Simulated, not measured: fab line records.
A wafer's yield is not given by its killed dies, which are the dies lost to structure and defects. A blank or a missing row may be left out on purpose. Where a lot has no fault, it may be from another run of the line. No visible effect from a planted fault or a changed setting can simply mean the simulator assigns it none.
Split-lot study | flow n5-finfet | 39 wafers read across 7 lots, on a route 1938 steps long

THE SPLIT ITSELF
At N5_BEOL_M7_ILD_DEP_00 (deposits SiCOH lowk from DEMS/porogen, target thk 179.75 nm, time 33.4 s), the setting time-s was moved away from the recipe's 33.4 s on 9 of the 39 wafers read, by -44.1% to +42.3%. This setting was run at the recipe's value on the other wafers.

BETWEEN THE SPLIT AND THE READING: the file shows 1 step in between
- N5_BEOL_M7_CURE_74: cures SiCOH lowk, time 240 s

THE READING
Values of M7_ILD_THK in nm from N5_BEOL_M7_THK_MEAS_01. On this fab line, fault-free wafers typically give 154.6 nm with a standard deviation of 1.9 nm.

wafer  | tool, chamber at the split | time-s as run, s | against the recipe | M7_ILD_THK, nm | against lot-mates on the recipe
L076.1 | pecvd-01, 0                | 33.4             | recipe             | 152.5          | -
L076.2 | pecvd-01, 1                | 33.4             | recipe             | 153.1          | -
L076.3 | pecvd-01, 0                | 21.26            | -36.3%             | 101.3          | -52.5
L076.4 | pecvd-01, 1                | 33.4             | recipe             | 155.8          | -
L076.5 | pecvd-01, 0,1              | 21.26            | -36.3%             | 99.8           | -54.0
L076.6 | pecvd-01, 0,1              | 21.26            | -36.3%             | 99.9           | -53.9
L077.1 | pecvd-03, 2                | 47.54            | +42.3%             | 219.2          | +63.8
L077.2 | pecvd-03, 0                | 47.54            | +42.3%             | 216.2          | +60.8
L077.3 | pecvd-03, 1                | 33.4             | recipe             | 153.4          | -
L077.4 | pecvd-03, 2                | 33.4             | recipe             | 158.0          | -
L077.5 | pecvd-03, 1                | 33.4             | recipe             | 154.7          | -
L077.6 | pecvd-03, 0                | 47.54            | +42.3%             | 218.8          | +63.4
L078.1 | pecvd-01, 1                | 33.4             | recipe             | 152.5          | -
L078.2 | pecvd-01, 0                | 33.4             | recipe             | 152.8          | -
L078.3 | pecvd-01, 0                | 33.4             | recipe             | 154.7          | -
L078.4 | pecvd-01, 1                | 33.4             | recipe             | 154.3          | -
L078.5 | pecvd-01, 1                | 33.4             | recipe             | 154.4          | -
L078.6 | pecvd-01, 0                | 33.4             | recipe             | 154.0          | -
L086.2 | pecvd-03, 0                | 33.4             | recipe             | 152.7          | -
L086.3 | pecvd-03, 2                | 33.4             | recipe             | 154.0          | -
L086.4 | pecvd-03, 2                | 33.4             | recipe             | 156.6          | -
L087.1 | pecvd-02, 2                | 33.4             | recipe             | 155.5          | -
L087.2 | pecvd-02, 0                | 33.4             | recipe             | 152.7          | -
L087.3 | pecvd-02, 1                | 33.4             | recipe             | 152.1          | -
L087.4 | pecvd-02, 2                | 33.4             | recipe             | 156.7          | -
L087.5 | pecvd-02, 1,0              | 33.4             | recipe             | 155.7          | -
L087.6 | pecvd-02, 1,0              | 33.4             | recipe             | 155.7          | -
L090.1 | pecvd-02, 2                | 33.4             | recipe             | 154.7          | -
L090.2 | pecvd-02, 0                | 18.68            | -44.1%             | 88.1           | -67.2
L090.3 | pecvd-02, 1                | 33.4             | recipe             | 152.6          | -
L090.4 | pecvd-02, 0                | 18.68            | -44.1%             | 89.6           | -65.7
L090.5 | pecvd-02, 2                | 33.4             | recipe             | 158.6          | -
L090.6 | pecvd-02, 1                | 18.68            | -44.1%             | 86.9           | -68.4
L095.1 | pecvd-03, 2                | 33.4             | recipe             | 155.4          | -
L095.2 | pecvd-03, 1                | 33.4             | recipe             | 151.8          | -
L095.3 | pecvd-03, 1                | 33.4             | recipe             | 154.8          | -
L095.4 | pecvd-03, 2                | 33.4             | recipe             | 158.8          | -
L095.5 | pecvd-03, 2                | 33.4             | recipe             | 158.2          | -
L095.6 | pecvd-03, 1                | 33.4             | recipe             | 155.5          | -
When a row names more than one chamber, that row covers several wafers, and the file does not tell which wafer ran in which chamber.

FIT RESULTS
A straight line over all 39 wafers: M7_ILD_THK changes by +1.5 nm for each +1% of time-s; r = +1.00; the points scatter about the line by 1.8 nm.
The same after taking each lot's own level away (the mean of its wafers on the recipe; 39 wafers): +1.49 nm for each +1%; r = +1.00; scatter 1.8 nm.
The reading moves by 66 nm for the largest change in time-s, on that fit.
Measured against the standard deviation above, the lots' own levels, which go from 153.78 to 155.75 nm, span 1.0 times it.
The two slopes are in agreement: the lot-to-lot level therefore moves the slope only a little.
Check: -65.7 nm against its lot-mates is what the line predicts for one of the wafers moved furthest among these (-44.1%) when that wafer is left out of the fit. Against them it came out at -67.2 nm.

ADDITIONAL SPLITS CARRIED BY THESE WAFERS
Note: prior to the reading, these wafers also went through further splits. Each is held against what the fit with the lots' levels taken away leaves over:
other split on the same wafers | wafers away from the commonest value | r with M7_ILD_THK (lot level and that fit taken away)
N5_BEOL_M3_ILD_DEP_00 time-s   | 15                                   | +0.07

THE WHOLE CHAIN: every reading that the file lists as answering this split, in the file's order
step                   | what it does                                                             | reading                                                                                  | change (the file's fit)              | r (the file's)
N5_BEOL_M7_ILD_DEP_00  | deposits SiCOH lowk from DEMS/porogen, target thk 179.75 nm, time 33.4 s | SiCOH_lowk_of_BEOL_M7_ILD_DEP_00.thk-nm (the simulator's own value, which no gauge read) | +1.72 nm for each +1% of the setting | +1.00
N5_BEOL_M7_CURE_74     | cures SiCOH lowk, time 240 s                                             | SiCOH_lowk_of_BEOL_M7_ILD_DEP_00.thk-nm (the simulator's own value, which no gauge read) | +1.49 nm for each +1% of the setting | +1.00
N5_BEOL_M7_THK_MEAS_01 |                                                                          | M7_ILD_THK                                                                               | +1.49 for each +1% of the setting    | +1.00

THE FILE'S OWN FIT
M7_ILD_THK changes by +1.49 nm for each +1% of time-s, r = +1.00.
